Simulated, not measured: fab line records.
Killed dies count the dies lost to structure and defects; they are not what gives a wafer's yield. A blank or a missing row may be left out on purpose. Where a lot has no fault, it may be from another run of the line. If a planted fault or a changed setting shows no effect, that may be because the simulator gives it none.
fab line records	flow nand-harc
record lots=6	wafers=18	last-day=31
route steps=1302 shown P_M2@329 P_BONDPAD@351 END@1302
lots with no fault: from the same line, run without faults
start-h: start of the lot's first displayed wafer, in hours after the record's first day	wait-h: how many hours have passed since the lot's step before this one	" repeats the value in the row above	L1.1+2: a single row standing in for several wafers	- no value present, or no start provided	* or withheld: withheld	< > ~ a bound
route shown NAME@n: NAME is a module with steps in the file, n the number in the route of the first one	usual: mean and standard deviation over wafers with no fault	same: alike in all rows	chamber/n: place in a boat	sites: each site's reading	_std_site: standard deviation of those values	_edge_site: inner sites' mean taken away from outer sites' mean	radius-mm: for every site, how far away it sits from the centre of the wafer	mask NAME#n: copy n	behind: the tool/chamber that last shaped the wafer	hold: cause of the lot's hold/its duration in hours/its outcome	device: the transistor (n, p or np) that didn't switch	end of line: the tests these same wafers got at the end of their route	step lacking rows: just its recipe	killed: dies that structure and defects cost at the first sort, which is not the same as the wafer's yield	map: per-die view of a wafer (x killed, . not killed, _ where there is no die)
set.NAME: the setting the step ran with; set.NAME@STEP: the setting that earlier step ran with	model.NAME: the simulator's own value behind a step, which no gauge read
lots at some steps of the route; a table a step, a row a wafer
services: a tool's chamber out of use, with start hour (start-h, from the record's first day; less than 0 if before it), hours out, and reason
## steps
# step NHARC_P_M2_OVL_MEAS_10
# recipe pitch-nm=340
# usual overlay-x-nm=0.0/0.71	overlay-y-nm=0.0/0.84
lot.wafer	tool	chamber	start-h	wait-h	overlay-x-nm	overlay-y-nm
L276.1	overlay-01	-	160.83	-	-0.6	-0.2
L276.4	"	-	"	"	-0.8	-0.8
L276.5	"	-	"	"	-0.5	-0.5
L278.1	overlay-02	-	174.11	-	-0.8	-0.1
L278.2	"	-	"	"	-0.2	-0.1
L278.6	"	-	"	"	0.5	-0.5
L286.4	overlay-02	-	280.17	-	-0.8	-0.3
L286.5	"	-	"	"	-0.9	-0.4
L286.6	"	-	"	"	-0.5	-0.2
L289.4	overlay-02	-	298.21	-	-0.2	1.6
L289.5	"	-	"	"	0.3	1.5
L289.6	"	-	"	"	0.2	1.7
L288.1	overlay-02	-	299.13	-	0.9	-0.9
L288.2	"	-	"	"	0.8	-1.3
L288.4	"	-	"	"	1.0	-1.5
L291.3	overlay-02	-	308.69	-	-0.7	0.0
L291.4	"	-	"	"	-0.6	-0.4
L291.6	"	-	"	"	-0.7	0.3
# step NHARC_P_M2_INSPECT_11
# usual raw-defect-count=4.5/2.2
lot.wafer	tool	chamber	start-h	wait-h	raw-defect-count
L276.1	defect-inspect-02	-	160.87	0.0	9
L276.4	"	-	"	"	4
L276.5	"	-	"	"	8
L278.1	defect-inspect-01	-	174.14	0.0	2
L278.2	"	-	"	"	7
L278.6	"	-	"	"	2
L286.4	defect-inspect-01	-	280.20	0.0	5
L286.5	"	-	"	"	3
L286.6	"	-	"	"	2
L289.4	defect-inspect-02	-	298.25	0.0	6
L289.5	"	-	"	"	7
L289.6	"	-	"	"	7
L288.1	defect-inspect-02	-	299.16	0.0	4
L288.2	"	-	"	"	5
L288.4	"	-	"	"	5
L291.3	defect-inspect-01	-	308.73	0.0	5
L291.4	"	-	"	"	1
L291.6	"	-	"	"	2
# step NHARC_P_M2_DESCUM_14
# recipe time-s=3	o2-flow-sccm=200	ar-flow-sccm=0	bias-power-w=0	chemistry=O2
# usual drypump-motor-current-A=5.8/0.42	oes-product-au=0.996/0.011	rf-vpp-V=57.8/0.93	showerhead-plenum-p-Torr=1.91/0.099	throttle-valve-pct=11.312/0.0094
# same bias-power-w=0
lot.wafer	tool	chamber	start-h	wait-h	drypump-motor-current-A	oes-product-au	rf-hours-counter-h	rf-vpp-V	showerhead-plenum-p-Torr	throttle-valve-pct
L276.4	rie-diel-03	3	160.94	0.1	5.0	1.008	2.8	59.3	1.99	11.306
L276.1	"	0	"	"	5.9	1.008	3.0	58.6	1.91	11.298
L276.5	"	3	"	"	5.0	1.004	-	58.0	1.99	11.322
L278.2	rie-diel-03	1	174.20	0.1	6.3	0.988	2.5	58.2	2.04	11.322
L278.1	"	3	"	"	5.0	0.996	3.4	57.2	1.98	11.319
L278.6	"	2	"	"	5.7	1.009	-	57.9	1.79	11.306
L286.4	rie-diel-12	0	280.27	0.1	6.0	1.005	0.1	58.2	1.81	11.303
L286.6	"	3	"	"	5.8	1.011	-	56.7	1.78	11.294
L286.5	"	0	"	"	6.0	1.006	-	56.5	1.81	11.308
L289.4	rie-diel-03	2	298.33	0.1	5.7	1.001	0.1	56.9	1.79	11.309
L289.5	"	3	"	"	5.0	1.016	-	59.3	1.98	11.304
L289.6	"	0	"	"	5.9	1.011	-	58.0	1.90	11.318
L288.1	rie-diel-04	1	299.22	0.1	5.4	1.012	4.7	59.2	2.05	11.315
L288.2	"	2	"	"	5.7	0.979	3.6	56.1	1.97	11.322
L288.4	"	0	"	"	5.5	0.988	4.7	58.6	1.97	11.304
L291.3	rie-diel-12	1	308.80	0.1	6.2	0.981	2.0	57.8	1.81	11.324
L291.4	"	3	"	"	5.8	0.996	1.3	57.7	1.78	11.338
L291.6	"	0	"	"	6.0	1.014	-	58.3	1.81	11.308
# step NHARC_P_M2_ETCH_35
# recipe target-depth-a=400	overetch-a=120	time-s=43.94	ion-energy-ev=200	n2-flow-sccm=150	h2-flow-sccm=150	ar-flow-sccm=0	rf-w=400	bias-w=150	chemistry=N2/H2
# step NHARC_P_M2_ETCH_15
# recipe target-depth-a=1825	time-s=91.2	c4f8-flow-sccm=withheld	ar-flow-sccm=400	rf-w=600	bias-w=300	chemistry=C4F8/Ar
# step NHARC_P_M2_CD_MEAS_16
# usual cd-nm=170.2/0.92
lot.wafer	tool	chamber	start-h	wait-h	cd-nm
L276.1	cd-sem-03	-	161.24	-	170.8
L276.4	"	-	"	"	171.1
L276.5	"	-	"	"	171.1
L278.1	cd-sem-01	-	174.51	-	171.4
L278.2	"	-	"	"	170.8
L278.6	"	-	"	"	171.3
L286.4	cd-sem-03	-	280.57	-	169.2
L286.5	"	-	"	"	169.9
L286.6	"	-	"	"	170.7
L289.4	cd-sem-02	-	298.62	-	169.9
L289.5	"	-	"	"	170.2
L289.6	"	-	"	"	171.0
L288.1	cd-sem-01	-	299.53	-	169.9
L288.2	"	-	"	"	169.6
L288.4	"	-	"	"	169.7
L291.3	cd-sem-01	-	309.10	-	169.9
L291.4	"	-	"	"	169.0
L291.6	"	-	"	"	170.5
# step NHARC_P_M2_STRIP_18
# recipe power-w=1000	n2-flow-sccm=150	h2-flow-sccm=150	ar-flow-sccm=0	bias-w=0	chemistry=N2/H2
# usual drypump-motor-current-A=5.8/0.41	n2-flow-sccm=150.1/0.47	oes-product-au=0.997/0.01	rf-vpp-V=90.7/1	showerhead-plenum-p-Torr=2.05/0.11	throttle-valve-pct=14.171/0.0089
lot.wafer	tool	chamber	start-h	wait-h	drypump-motor-current-A	n2-flow-sccm	oes-product-au	rf-hours-counter-h	rf-vpp-V	showerhead-plenum-p-Torr	throttle-valve-pct
L276.1	rie-diel-04	1	161.36	0.1	5.4	150.6	0.991	9.0	91.3	2.19	14.174
L276.4	"	2	"	"	5.6	150.9	0.998	10.3	92.3	2.10	14.170
L276.5	"	0	"	"	5.5	149.5	0.977	-	89.4	2.10	14.174
L278.2	rie-diel-12	0	174.58	0.1	6.0	149.4	1.010	6.4	91.0	1.93	14.187
L278.1	"	1	"	"	6.2	149.8	0.982	5.5	88.2	1.93	14.184
L278.6	"	2	"	"	5.6	149.5	0.982	-	89.3	2.06	14.180
L286.4	rie-diel-04	2	280.67	0.1	5.7	150.0	0.983	3.1	92.4	2.10	14.171
L286.6	"	1	"	"	5.4	149.6	1.002	-	91.6	2.19	14.171
L286.5	"	2	"	"	5.7	149.6	0.992	-	92.8	2.10	14.188
L289.4	rie-diel-12	3	298.68	0.1	5.8	149.9	1.007	0.2	90.9	1.89	14.172
L289.5	"	3	"	"	5.8	150.1	1.000	-	90.1	1.89	14.171
L289.6	"	0	"	"	5.9	150.3	1.020	-	89.1	1.92	14.171
L288.4	rie-diel-03	1	299.60	0.1	6.3	150.3	1.006	0.1	91.2	2.18	14.186
L288.1	"	2	"	"	5.6	150.8	1.007	0.1	89.8	1.91	14.187
L288.2	"	3	"	"	5.0	149.6	0.999	0.1	90.9	2.12	14.177
L291.3	rie-diel-03	1	309.17	0.1	6.3	150.0	1.001	0.8	91.5	2.18	14.177
L291.4	"	3	"	"	5.0	149.2	1.011	0.6	91.2	2.12	14.166
L291.6	"	1	"	"	6.3	149.6	0.999	-	89.4	2.18	14.166
# step NHARC_P_M2_ETCH_28
# recipe target-depth-a=300	over-etch-frac=0.3	time-s=72.99	ion-energy-ev=150	cf4-flow-sccm=50	n2-flow-sccm=100	ar-flow-sccm=150	rf-w=300	bias-w=100	chemistry=CF4/N2
# step NHARC_P_M2_STRIP_19
# recipe time-s=600	temp-c=30	chemistry=post-etch-residue-remover
# step NHARC_P_M2_DEGAS_29
# recipe temp-c=250	time-s=60
# step NHARC_P_M2_PRE_CLEAN_30
# recipe time-s=30	temp-c=280	gas=H2/He
# step NHARC_P_M2_PVD_20
# recipe target-thk-a=50	bias-v=168.6	power-w=15000	chamber-pressure-pa=0.12	time-s=8.06	substrate-temp-c=50	material=TaN
# step NHARC_P_M2_PVD_21
# recipe target-thk-a=300	chamber-pressure-pa=5	power-w=5000	substrate-temp-c=30	time-s=20.49	material=Cu
# usual throttle-valve-pct=29.6/0.77
lot.wafer	tool	chamber	start-h	wait-h	throttle-valve-pct
L276.1	pvd-sputter-03	-	162.18	-	29.2
L276.4	"	-	"	"	29.7
L276.5	"	-	"	"	29.2
L278.1	pvd-sputter-01	-	175.53	-	28.5
L278.2	"	-	"	"	31.0
L278.6	"	-	"	"	30.1
L286.4	pvd-sputter-01	-	281.53	-	29.6
L286.5	"	-	"	"	30.8
L286.6	"	-	"	"	29.9
L289.4	pvd-sputter-03	-	299.58	-	29.2
L289.6	"	-	"	"	29.8
L289.5	"	-	"	"	29.3
L288.1	pvd-sputter-01	-	300.47	-	29.9
L288.2	"	-	"	"	30.5
L288.4	"	-	"	"	29.5
L291.4	pvd-sputter-02	-	310.05	-	29.5
L291.3	"	-	"	"	29.6
L291.6	"	-	"	"	28.5
# step NHARC_P_M2_ECD_22
# recipe target-thk-a=4000	bath-temp-c=25	material=Cu
# step NHARC_P_M2_ANNEAL_31
# recipe temp-c=225	time-s=90
# usual wafer_temp_C_max=225.77/0.23
lot.wafer	tool	chamber	start-h	wait-h	wafer_temp_C_max
L276.1	rtp-anneal-02	0	162.98	-	225.69
L276.4	"	0	"	"	226.02
L276.5	"	0	"	"	225.76
L278.1	rtp-anneal-01	0	176.02	-	225.57
L278.2	"	0	"	"	225.68
L278.6	"	0	"	"	225.75
L286.4	rtp-anneal-02	0	282.17	-	225.60
L286.5	"	0	"	"	225.90
L286.6	"	0	"	"	225.82
L289.4	rtp-anneal-02	0	300.23	0.3	225.75
L289.5	"	0	"	"	226.04
L289.6	"	0	"	"	226.26
L288.1	rtp-anneal-01	0	300.97	-	225.58
L288.2	"	0	"	"	225.62
L288.4	"	0	"	"	225.55
L291.3	rtp-anneal-02	0	310.65	-	226.07
L291.4	"	0	"	"	225.67
L291.6	"	0	"	"	225.77
# step NHARC_P_M2_CMP_23
# recipe t-overpolish-s=20	target-thk-nm=144.3
# step NHARC_P_M2_SRD_25
# step NHARC_P_M2_INSPECT_27
# usual raw-defect-count=349/140
lot.wafer	tool	chamber	start-h	wait-h	raw-defect-count
L276.1	defect-inspect-02	-	163.80	0.0	260
L276.4	"	-	"	"	158
L276.5	"	-	"	"	201
L278.1	defect-inspect-01	-	176.84	0.0	487
L278.2	"	-	"	"	229
L278.6	"	-	"	"	611
L286.4	defect-inspect-02	-	282.86	0.0	348
L286.5	"	-	"	"	350
L286.6	"	-	"	"	237
L289.4	defect-inspect-02	-	300.90	0.0	500
L289.5	"	-	"	"	392
L289.6	"	-	"	"	405
L288.1	defect-inspect-02	-	301.79	0.0	316
L288.2	"	-	"	"	302
L288.4	"	-	"	"	297
L291.3	defect-inspect-02	-	311.36	0.0	301
L291.4	"	-	"	"	261
L291.6	"	-	"	"	272
# step NHARC_P_M2_PRE_CLEAN_32
# recipe time-s=12	temp-c=370	rf-power-w=300	gas=NH3
# usual heater-power-w=602/63
lot.wafer	tool	chamber	start-h	wait-h	heater-power-w
L276.1	pecvd-04	2	163.88	0.1	603
L276.4	"	1	"	"	587
L276.5	"	2	"	"	592
L278.2	pecvd-01	0	176.91	0.1	707
L278.1	"	1	"	"	716
L278.6	"	2	"	"	598
L286.5	pecvd-02	2	282.96	0.1	531
L286.6	"	0	"	"	536
L286.4	"	1	"	"	682
L289.5	pecvd-02	2	301.00	0.1	607
L289.4	"	0	"	"	535
L289.6	"	1	"	"	620
L288.1	pecvd-01	2	301.86	0.1	524
L288.2	"	1	"	"	716
L288.4	"	0	"	"	602
L291.3	pecvd-02	1	311.45	0.1	613
L291.4	"	0	"	"	560
L291.6	"	1	"	"	628
# step NHARC_P_M2_DEP_33
# recipe target-thk-a=300	temp-c=370	target-thk-nm=30	pressure-torr=3	flow-sccm=200	rf-w=450	material=SiCN
# step NHARC_P_BONDPAD_DEP_00
# recipe target-thk-a=2500	temp-c=370	target-thk-nm=250	pressure-torr=3	flow-sccm=200	rf-w=450	material=SiCN
# step NHARC_P_BONDPAD_CMP_32
# recipe target-thk-nm=200	material=SiCN
# usual motor-current-A=11.4/1.3
lot.wafer	tool	chamber	start-h	wait-h	motor-current-A
L276.1	cmp-02	2	164.77	-	11.8
L276.4	"	3	"	"	11.3
L276.5	"	3	"	"	11.2
L278.1	cmp-01	2	177.79	-	10.4
L278.2	"	0	"	"	9.9
L278.6	"	3	"	"	11.5
L286.4	cmp-01	2	283.80	-	11.1
L286.6	"	2	"	"	10.7
L289.4	cmp-01	1	301.94	-	11.9
L289.6	"	2	"	"	10.4
L289.5	"	3	"	"	11.6
L288.1	cmp-01	3	302.78	-	11.5
L288.4	"	1	"	"	11.1
L291.3	cmp-01	0	312.35	-	9.2
L291.4	"	2	"	"	10.7
L291.6	"	0	"	"	9.0
# step NHARC_P_BONDPAD_THK_MEAS_33
# recipe thk-meas-gauge=ellipsometry
# usual thk-nm=199.7/1.6
lot.wafer	tool	chamber	start-h	wait-h	thk-nm
L276.1	film-metro-01	-	165.02	0.2	199.7
L276.4	"	-	"	"	200.2
L276.5	"	-	"	"	201.7
L278.1	film-metro-01	-	178.04	0.2	199.9
L278.2	"	-	"	"	199.7
L278.6	"	-	"	"	199.1
L286.4	film-metro-01	-	284.05	0.2	200.6
L286.6	"	-	"	"	201.1
L289.4	film-metro-01	-	302.12	0.2	197.1
L289.5	"	-	"	"	198.5
L289.6	"	-	"	"	198.5
L288.1	film-metro-01	-	303.00	0.2	194.3
L288.4	"	-	"	"	199.1
L291.3	film-metro-02	-	312.58	0.2	200.9
L291.4	"	-	"	"	199.3
L291.6	"	-	"	"	202.8
# step NHARC_P_BONDPAD_SRD_34
# step NHARC_P_BONDPAD_DEHYDRATE_01
# recipe temp-c=150	time-s=120
# step NHARC_P_BONDPAD_HMDS_02
# recipe time-s=30
# step NHARC_P_BONDPAD_COAT_36
# recipe temp-c=200	time-s=65
# step NHARC_P_BONDPAD_COAT_03
# recipe spin-rpm=2000	resist-thk-nm=600
# step NHARC_P_BONDPAD_SOFTBAKE_04
# recipe temp-c=125	time-s=70
# step NHARC_P_BONDPAD_EBR_05
# step NHARC_P_BONDPAD_EXPOSE_06
# recipe na=0.55	dose-mj=37.06	mask-id=P_BPAD
# step NHARC_P_BONDPAD_PEB_07
# recipe peb-temp-c=128	peb-time-s=80
# step NHARC_P_BONDPAD_DEVELOP_08
# recipe time-s=50	dev-temp-c=22
# step NHARC_P_BONDPAD_CD_MEAS_09
# recipe target-cd-nm=500	landing-energy-ev=500
# usual cd-nm=499.9/1.9
lot.wafer	tool	chamber	start-h	wait-h	cd-nm
L276.1	cd-sem-02	0	165.45	-	501.2
L276.4	"	0	"	"	499.4
L276.5	"	0	"	"	499.3
L278.1	cd-sem-03	0	178.61	-	499.2
L278.2	"	0	"	"	499.1
L278.6	"	0	"	"	497.1
L286.4	cd-sem-01	0	284.52	-	499.4
L286.6	"	0	"	"	498.2
L289.4	cd-sem-01	0	302.70	-	500.7
L289.5	"	0	"	"	500.5
L289.6	"	0	"	"	501.4
L288.1	cd-sem-03	0	303.58	-	498.2
L288.4	"	0	"	"	499.8
L291.3	cd-sem-03	0	313.16	-	499.9
L291.4	"	0	"	"	504.1
L291.6	"	0	"	"	500.3
# step NHARC_P_BONDPAD_OVL_MEAS_38
# usual overlay-x-nm=-3/6	overlay-y-nm=0/4.7
lot.wafer	tool	chamber	start-h	wait-h	overlay-x-nm	overlay-y-nm
L276.1	overlay-02	-	165.54	-	2	2
L276.4	"	-	"	"	1	1
L276.5	"	-	"	"	2	1
L278.1	overlay-02	-	178.69	-	-3	1
L278.2	"	-	"	"	-4	1
L278.6	"	-	"	"	-3	1
L286.4	overlay-01	-	284.60	-	-4	2
L286.6	"	-	"	"	-3	1
L289.4	overlay-02	-	302.79	-	-8	-9
L289.5	"	-	"	"	-9	-10
L289.6	"	-	"	"	-8	-9
L288.1	overlay-01	-	303.67	-	7	-4
L288.4	"	-	"	"	7	-3
L291.3	overlay-01	-	313.24	-	-3	5
L291.4	"	-	"	"	-2	5
L291.6	"	-	"	"	-3	5
# step NHARC_P_BONDPAD_HARDBAKE_10
# recipe temp-c=118	time-s=65
# step NHARC_P_BONDPAD_DESCUM_11
# recipe time-s=3	o2-flow-sccm=200	ar-flow-sccm=0	bias-power-w=0	chemistry=O2
# step NHARC_P_BONDPAD_ETCH_37
# recipe target-depth-a=600	overetch-a=180	time-s=65.91	ion-energy-ev=200	n2-flow-sccm=150	h2-flow-sccm=150	ar-flow-sccm=0	rf-w=400	bias-w=150	chemistry=N2/H2
# step NHARC_P_BONDPAD_ETCH_12
# recipe target-depth-a=2000	time-s=100	chf3-flow-sccm=50	o2-flow-sccm=10	ar-flow-sccm=200	rf-w=500	bias-w=200	chemistry=CHF3/O2
# step NHARC_P_BONDPAD_CD_MEAS_13
# usual cd-nm=499.4/2
lot.wafer	tool	chamber	start-h	wait-h	cd-nm
L276.1	cd-sem-03	-	165.98	-	501.3
L276.4	"	-	"	"	499.5
L276.5	"	-	"	"	499.4
L278.1	cd-sem-03	-	179.13	-	499.5
L278.2	"	-	"	"	499.6
L278.6	"	-	"	"	497.2
L286.4	cd-sem-01	-	285.05	-	498.8
L286.6	"	-	"	"	498.3
L289.4	cd-sem-01	-	303.24	-	500.4
L289.5	"	-	"	"	501.0
L289.6	"	-	"	"	501.9
L288.1	cd-sem-03	-	304.11	-	499.1
L288.4	"	-	"	"	500.5
L291.3	cd-sem-03	-	313.68	-	498.9
L291.4	"	-	"	"	504.0
L291.6	"	-	"	"	500.4
# step NHARC_END_SORT_01
# recipe temp-c=25
# usual defect-limited-yield=91.2/2.6	killed-at-array=55/17	killed-at-other=1.1/1.6	killed-at-periphery=3.8/2.5	killed-dies=60/18	killed-open=3.3/1.9	killed-short=2.5/1.7
# same gross-dies=677
lot.wafer	tool	chamber	start-h	wait-h	defect-limited-yield[%]	killed-at-array	killed-at-other	killed-at-periphery	killed-dies	killed-open	killed-short
L289.4	prober-02	0	710.10	3.4	88.9	67	0	8	75	4	3
L289.5	prober-02	0	710.90	3.7	93.1	40	1	6	47	3	2
L289.6	prober-02	0	711.71	4.0	91.1	53	0	7	60	1	1
L286.4	prober-02	0	717.94	3.4	90.7	59	0	4	63	1	3
L286.5	prober-02	0	718.74	3.7	0	60	0	617	677	6	2
L286.6	prober-02	0	719.54	4.0	88.2	73	0	7	80	3	3
L288.2	prober-01	0	719.88	2.8	0	48	0	629	677	3	3
L291.3	prober-02	0	737.73	3.1	94.8	33	0	2	35	4	1
L291.4	prober-02	0	738.52	3.4	95.1	32	1	0	33	0	1
L291.6	prober-02	0	740.12	4.0	95.9	26	1	1	28	2	1
# killed by level:class
L289.4 A_SLIT:chamber-film-flake=33 A_CHANNEL_HOLE_D1:chamber-film-flake=8 A_STAIRCASE:chamber-film-flake=8 A_CONTACT:chamber-film-flake=4 P_M2:chamber-film-flake=3 A_ZERO_WELL:chamber-film-flake=3 A_WL_FILL:geometric-particle:short=2 P_STI:chamber-film-flake=2
L289.5 A_SLIT:chamber-film-flake=15 A_CHANNEL_HOLE_D1:chamber-film-flake=6 P_GATE:chamber-film-flake=4 A_ZERO_WELL:chamber-film-flake=3 A_STAIRCASE:chamber-film-flake=3 A_CONTACT:chamber-film-flake=3 A_CHANNEL_FILL_D2:geometric-particle:open=2 A_CHANNEL_FILL_D2:chamber-film-flake=2
L289.6 A_SLIT:chamber-film-flake=27 A_CHANNEL_HOLE_D1:chamber-film-flake=12 A_CONTACT:chamber-film-flake=4 A_STAIRCASE:chamber-film-flake=3 P_ZERO_WELL:chamber-film-flake=2 P_STI:chamber-film-flake=2 P_CONTACT:geometric-particle:open=1 A_ONON_D1:geometric-particle:short=1
L286.4 A_CHANNEL_HOLE_D1:chamber-film-flake=35 A_CHANNEL_HOLE_D2:chamber-film-flake=11 A_STAIRCASE:chamber-film-flake=3 A_CONTACT:chamber-film-flake=3 P_GATE:chamber-film-flake=2 A_SGD_CUT:geometric-particle:short=2 P_STI:chamber-film-flake=2 A_DECK1_JOINT:chamber-film-flake=2
L286.5 P_M2:area-pvd=612 A_CHANNEL_HOLE_D1:chamber-film-flake=28 A_CHANNEL_HOLE_D2:chamber-film-flake=14 A_SLIT:chamber-film-flake=6 P_M2:chamber-film-flake=3 A_CONTACT:chamber-film-flake=3 A_BLC:geometric-particle:open=2 A_STAIRCASE:chamber-film-flake=2
L286.6 A_CHANNEL_HOLE_D1:chamber-film-flake=31 A_CHANNEL_HOLE_D2:chamber-film-flake=22 A_CONTACT:chamber-film-flake=7 P_M2:chamber-film-flake=5 A_DECK1_JOINT:chamber-film-flake=3 A_SLIT:chamber-film-flake=3 A_ONON_D1:geometric-particle:open=2 P_GATE:geometric-particle:short=1
L288.2 P_M2:area-pvd=624 A_CHANNEL_HOLE_D1:chamber-film-flake=28 A_CONTACT:chamber-film-flake=5 A_SLIT:chamber-film-flake=4 P_ZERO_WELL:chamber-film-flake=3 A_BONDPAD:chamber-film-flake=3 A_CHANNEL_FILL_D1:chamber-film-flake=2 P_STI:geometric-particle:open=1
L291.3 A_STAIRCASE:chamber-film-flake=13 A_CHANNEL_HOLE_D1:chamber-film-flake=7 A_SLIT:chamber-film-flake=4 A_WL_FILL:chamber-film-flake=2 A_ONON_D1:geometric-particle:short=1 A_CHANNEL_FILL_D1:geometric-particle:open=1 A_ONON_D2:geometric-particle:open=1 A_SLIT:geometric-particle:open=1
L291.4 A_STAIRCASE:chamber-film-flake=11 A_CHANNEL_HOLE_D1:chamber-film-flake=10 A_SLIT:chamber-film-flake=5 A_WL_FILL:chamber-film-flake=2 A_CONTACT:chamber-film-flake=2 A_ONON_D2:geometric-particle:short=1 A_DECK1_JOINT:chamber-film-flake=1 THIN_TSV:chamber-film-flake=1
L291.6 A_CHANNEL_HOLE_D1:chamber-film-flake=10 A_SLIT:chamber-film-flake=8 A_STAIRCASE:chamber-film-flake=3 A_CONTACT:chamber-film-flake=2 A_ONON_D2:geometric-particle:short=1 A_BLC:geometric-particle:open=1 A_M1:geometric-particle:open=1 P_STI:chamber-film-flake=1
# map L286.5 (x killed, . not)
____________x____________
_________xxxxxxx_________
_______xxxxxxxxxxx_______
______xxxxxxxxxxxxx______
_____xxxxxxxxxxxxxxx_____
____xxxxxxxxxxxxxxxxx____
____xxxxxxxxxxxxxxxxx____
___xxxxxxxxxxxxxxxxxxx___
___xxxxxxxxxxxxxxxxxxx___
__xxxxxxxxxxxxxxxxxxxxx__
__xxxxxxxxxxxxxxxxxxxxx__
_xxxxxxxxxxxxxxxxxxxxxxx_
_xxxxxxxxxxxxxxxxxxxxxxx_
_xxxxxxxxxxxxxxxxxxxxxxx_
_xxxxxxxxxxxxxxxxxxxxxxx_
_xxxxxxxxxxxxxxxxxxxxxxx_
xxxxxxxxxxxxxxxxxxxxxxxxx
xxxxxxxxxxxxxxxxxxxxxxxxx
xxxxxxxxxxxxxxxxxxxxxxxxx
xxxxxxxxxxxxxxxxxxxxxxxxx
xxxxxxxxxxxxxxxxxxxxxxxxx
_xxxxxxxxxxxxxxxxxxxxxxx_
_xxxxxxxxxxxxxxxxxxxxxxx_
_xxxxxxxxxxxxxxxxxxxxxxx_
_xxxxxxxxxxxxxxxxxxxxxxx_
_xxxxxxxxxxxxxxxxxxxxxxx_
__xxxxxxxxxxxxxxxxxxxxx__
__xxxxxxxxxxxxxxxxxxxxx__
___xxxxxxxxxxxxxxxxxxx___
___xxxxxxxxxxxxxxxxxxx___
____xxxxxxxxxxxxxxxxx____
____xxxxxxxxxxxxxxxxx____
_____xxxxxxxxxxxxxxx_____
______xxxxxxxxxxxxx______
_______xxxxxxxxxxx_______
_________xxxxxxx_________
____________x____________
# map L288.2 (x killed, . not)
____________x____________
_________xxxxxxx_________
_______xxxxxxxxxxx_______
______xxxxxxxxxxxxx______
_____xxxxxxxxxxxxxxx_____
____xxxxxxxxxxxxxxxxx____
____xxxxxxxxxxxxxxxxx____
___xxxxxxxxxxxxxxxxxxx___
___xxxxxxxxxxxxxxxxxxx___
__xxxxxxxxxxxxxxxxxxxxx__
__xxxxxxxxxxxxxxxxxxxxx__
_xxxxxxxxxxxxxxxxxxxxxxx_
_xxxxxxxxxxxxxxxxxxxxxxx_
_xxxxxxxxxxxxxxxxxxxxxxx_
_xxxxxxxxxxxxxxxxxxxxxxx_
_xxxxxxxxxxxxxxxxxxxxxxx_
xxxxxxxxxxxxxxxxxxxxxxxxx
xxxxxxxxxxxxxxxxxxxxxxxxx
xxxxxxxxxxxxxxxxxxxxxxxxx
xxxxxxxxxxxxxxxxxxxxxxxxx
xxxxxxxxxxxxxxxxxxxxxxxxx
_xxxxxxxxxxxxxxxxxxxxxxx_
_xxxxxxxxxxxxxxxxxxxxxxx_
_xxxxxxxxxxxxxxxxxxxxxxx_
_xxxxxxxxxxxxxxxxxxxxxxx_
_xxxxxxxxxxxxxxxxxxxxxxx_
__xxxxxxxxxxxxxxxxxxxxx__
__xxxxxxxxxxxxxxxxxxxxx__
___xxxxxxxxxxxxxxxxxxx___
___xxxxxxxxxxxxxxxxxxx___
____xxxxxxxxxxxxxxxxx____
____xxxxxxxxxxxxxxxxx____
_____xxxxxxxxxxxxxxx_____
______xxxxxxxxxxxxx______
_______xxxxxxxxxxx_______
_________xxxxxxx_________
____________x____________
## services
tool	chamber	start-h	hours	kind
pecvd-04	2	150.37	3.6	repair
cmp-02	-	152.83	1.5	repair
pecvd-04	0	156.10	6.4	repair
pvd-sputter-03	-	172.59	10.0	pm
rie-diel-12	3	174.38	8.2	repair
cmp-02	-	175.91	4.2	repair
rie-diel-04	-	177.90	9.0	pm
pecvd-04	1	184.36	9.4	repair
rie-diel-03	1	193.36	5.2	repair
cmp-01	-	193.68	4.0	pm
pvd-sputter-02	-	197.40	3.8	repair
pecvd-01	-	204.77	3.1	repair
pvd-sputter-01	-	209.98	1.1	repair
pecvd-02	1	217.51	4.9	repair
pvd-sputter-01	-	223.46	0.5	repair
pvd-sputter-01	-	226.00	10.0	pm
pecvd-02	-	227.00	13.0	pm
cmp-02	-	232.72	4.0	pm
rie-diel-03	0	236.72	1.6	repair
rie-diel-12	-	268.40	9.0	pm
rie-diel-03	-	281.30	9.0	pm
cmp-01	-	291.68	4.0	pm
pvd-sputter-03	-	297.40	0.5	repair
pecvd-01	-	311.64	13.0	pm
## key
first-sign step=NHARC_END_SORT_01	reading=killed-at-periphery	direction=up	sigmas=99+	usual=3.8	struck=623
effect step=NHARC_END_SORT_01	reading=defect-limited-yield	direction=down	sigmas=35	usual=91.2	struck=0
more-kills-born-at NHARC_P_M2_PVD_21@pvd-sputter-01=1236
met-at NHARC_P_M2_PVD_21
struck-wafers L286.5,L288.2
later-rows-left-out L286.5,L288.2
onset-between 175.53 281.53
fault kind=process-parameter-drift	tool=pvd-sputter-01	chamber=-	onset-h=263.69	steps=NHARC_P_M2_PVD_21	channel=target-thk-a	offset=*	shape=step	end-h=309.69	acts-in=*	stated=*	scope=struck-wafers-only
# later-rows-left-out: the simulator's readings of these wafers behind a module that went badly wrong aren't trusted and aren't shown, but for the sort
